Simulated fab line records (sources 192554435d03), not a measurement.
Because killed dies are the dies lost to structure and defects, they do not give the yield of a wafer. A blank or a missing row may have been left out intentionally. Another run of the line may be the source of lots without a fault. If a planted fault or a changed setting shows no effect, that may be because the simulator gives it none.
The same fault as seen by 3 desks :: flow n5 finfet :: each desk holds nothing but its own numbers, with what lay behind them at the end

== AT THE TOOL OWNER'S DESK: litho track-01 ==
The tool's own readings at N5_BEOL_M11_COAT_63 (time 60 s, resist thk 100 nm): means of the sampled wafers that have a number, for each lot that ran on this tool. The brackets show how far a lot's mean lies from the usual mean; more than 4 standard deviations puts the lot out of limits, marked OUT.
Columns: A = spin speed rpm at N5_BEOL_M11_COAT_63, usual 1500.1 rpm
lot: L504
first seen here: day 10 15:19
A: 1498.9

lot: L506
first seen here: day 11 00:50
A: 1500.2

lot: L511
first seen here: day 12 16:57
A: 1550.7 (+51) OUT

lot: L512
first seen here: day 13 23:55
A: 1550.4 (+50) OUT
This desk's verdict: out of limits on L511, L512, starting with L511 at day 12 16:57 (spin speed rpm at N5_BEOL_M11_COAT_63). Within limits: L504, L506.

== AT THE METROLOGY DESK ==
Means of the sampled wafers that have a number, per lot and without regard to the tool the lot ran on: this is what the gauges read. The brackets show how far a lot's mean lies from the usual mean; more than 4 standard deviations puts the lot out of limits, marked OUT. Only the readings that lie furthest out on some lot appear, 7 of the 10 it has.
Columns: A = DIBL_N at N5_BEOL_M4_RC_MEAS_101, usual 36.3 mV/V; B = DIBL_P at N5_BEOL_M4_RC_MEAS_101, usual 36.3 mV/V; C = IOFF_N at N5_BEOL_M4_RC_MEAS_101, usual 0.16 nA/um; D = IOFF_P at N5_BEOL_M4_RC_MEAS_101, usual 0.21 nA/um; E = SS_N at N5_BEOL_M4_RC_MEAS_101, usual 71.6 mV/dec; F = SS_P at N5_BEOL_M4_RC_MEAS_101, usual 73.3 mV/dec; G = VT_N at N5_BEOL_M4_RC_MEAS_101, usual 250 mV
lot: L504
first seen here: day 8 00:26
A: 36.3
B: 34.9
C: 0.14
D: 0.20
E: 71.6
F: 72.7
G: 251

lot: L506
first seen here: day 8 07:41
A: 32.4
B: 31.6
C: 0.10
D: 0.15
E: 70.0
F: 72.0
G: 257

lot: L511
first seen here: day 10 03:58
A: 32.8
B: 33.0
C: 0.13
D: 0.18
E: 71.2
F: 72.7
G: 254

lot: L513
first seen here: day 11 02:29
A: 38.7
B: 37.9
C: 0.19
D: 0.21
E: 72.6
F: 73.4
G: 250

lot: L512
first seen here: day 11 13:41
A: 35.0
B: 33.9
C: 0.13
D: 0.20
E: 71.9
F: 72.3
G: 254

lot: L516
first seen here: day 11 20:07
A: 38.5
B: 37.3
C: 0.16
D: 0.21
E: 72.0
F: 73.3
G: 250

lot: L519
first seen here: day 12 22:51
A: 34.9
B: 35.6
C: 0.15
D: 0.21
E: 71.2
F: 72.9
G: 251

lot: L526
first seen here: day 14 01:46
A: 35.0
B: 33.9
C: 0.14
D: 0.17
E: 71.1
F: 72.8
G: 253

lot: L522
first seen here: day 14 07:01
A: 36.8
B: 37.4
C: 0.20
D: 0.23
E: 71.8
F: 74.1
G: 247
Finding of this desk: none of the 9 lots has anything out of limits.

== THE DEFECT DESK ==
Lot by lot, what the route's inspections counted, given as the mean of those sampled wafers with a number. The brackets show how far a lot's mean lies from the usual mean; more than 4 standard deviations puts the lot out of limits, marked OUT.
Columns: A = raw defect count at N5_BEOL_M10_INSPECT_58, usual 71
lot: L504
first seen here: day 10 11:16
A: 86

lot: L506
first seen here: day 10 19:01
A: 65

lot: L511
first seen here: day 12 11:20
A: 81

lot: L513
first seen here: day 13 07:53
A: 53

lot: L512
first seen here: day 13 16:57
A: 50

lot: L516
first seen here: day 14 08:12
A: 99

lot: L519
first seen here: day 15 04:58
A: 49

lot: L526
first seen here: day 16 10:24
A: 47

lot: L522
first seen here: day 16 10:55
A: 60
Finding of this desk: none of the 9 lots has anything out of limits.

== TAKEN TOGETHER ==
At day 12 16:57, on L511, L512, the tool owner's desk was in a position to raise an alarm.
Nothing out of limits was seen by the metrology desk.
Nothing out of limits was seen by the defect desk.
The metrology desk holds a record of L511, L512, inside its limits.
The defect desk has L511, L512 on record, within its limits.
N5_BEOL_M11_COAT_63 was run on litho track-01 by each of the lots named.

== WHAT HAD BEEN PUT IN BY THE SIMULATOR ==
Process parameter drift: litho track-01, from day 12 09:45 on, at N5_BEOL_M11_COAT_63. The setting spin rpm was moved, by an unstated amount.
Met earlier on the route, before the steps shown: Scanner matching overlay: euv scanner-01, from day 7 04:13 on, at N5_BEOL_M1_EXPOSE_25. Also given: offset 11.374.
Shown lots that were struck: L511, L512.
Hours from the fault's start to each desk's first reading out of limits: the tool owner's desk, 7.
